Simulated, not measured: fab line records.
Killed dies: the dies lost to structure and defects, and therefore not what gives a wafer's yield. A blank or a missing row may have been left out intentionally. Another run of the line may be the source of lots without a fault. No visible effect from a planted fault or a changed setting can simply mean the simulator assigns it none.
Chamber matching + flow n5_finfet + N5_FIN_SAQP_FIN_ETCH_36 on rie_si-05 has 4 sister chambers
The step etches the open film in HBr/Cl2/O2, target depth 120 nm, time 50.4 s. 8 wafers are shown with their chamber, then 12 later ones without.

## WAFERS WITH THEIR CHAMBER
| wafer  | chamber | throttle_valve_pct (%) | drypump_motor_current_A (A) |
|--------|---------|------------------------|-----------------------------|
| L084.1 | 0       | 35.63                  | 5.8                         |
| L084.4 | 2       | 35.89                  | 6.3                         |
| L085.4 | 0       | 35.65                  | 5.8                         |
| L089.3 | 3       | 36.23                  | 6.1                         |
| L089.6 | 1       | 36.24                  | 5.1                         |
| L091.1 | 1       | 36.25                  | 5.0                         |
| L091.3 | 3       | 36.24                  | 6.0                         |
| L091.4 | 2       | 35.90                  | 6.3                         |

## WAFERS WITHOUT THEIR CHAMBER
| wafer  | throttle_valve_pct (%) | drypump_motor_current_A (A) |
|--------|------------------------|-----------------------------|
| L092.2 | 35.90                  | 6.4                         |
| L092.3 | 36.22                  | 6.1                         |
| L092.5 | 36.20                  | 6.1                         |
| L094.2 | 35.91                  | 6.3                         |
| L094.5 | 36.24                  | 5.1                         |
| L094.6 | 36.24                  | 6.0                         |
| L096.1 | 35.59                  | 5.8                         |
| L096.2 | 36.18                  | 6.0                         |
| L096.6 | 35.61                  | 5.8                         |
| L097.1 | 36.20                  | 6.0                         |
| L097.3 | 35.91                  | 6.3                         |
| L097.5 | 35.61                  | 5.8                         |

## WHICH CHAMBER EACH ONE RAN IN
| wafer  | from the rows above | in truth |
|--------|---------------------|----------|
| L092.2 | 2                   | 2        |
| L092.3 | 3                   | 3        |
| L092.5 | 3                   | 3        |
| L094.2 | 2                   | 2        |
| L094.5 | 1                   | 1        |
| L094.6 | 3                   | 3        |
| L096.1 | 0                   | 0        |
| L096.2 | 3                   | 3        |
| L096.6 | 0                   | 0        |
| L097.1 | 3                   | 3        |
| L097.3 | 2                   | 2        |
| L097.5 | 0                   | 0        |
Placed correctly: 12 of 12. Left unplaced by these rows: 0. Number placed wrongly: 0.
How it was worked out, from the rows above alone: a wafer's distance from a chamber is the root of the sum, over the readings, of the square of ((its reading less the chamber's mean) divided by the reading's scatter). The wafer belongs to the nearest chamber; if the next one is less than 2 further off, it can't be placed. Each chamber's mean is taken over the wafers shown for it. The scatter: the root of (the sum of the squares of (reading less its chamber's mean) over the shown wafers, divided by (wafers less chambers)).
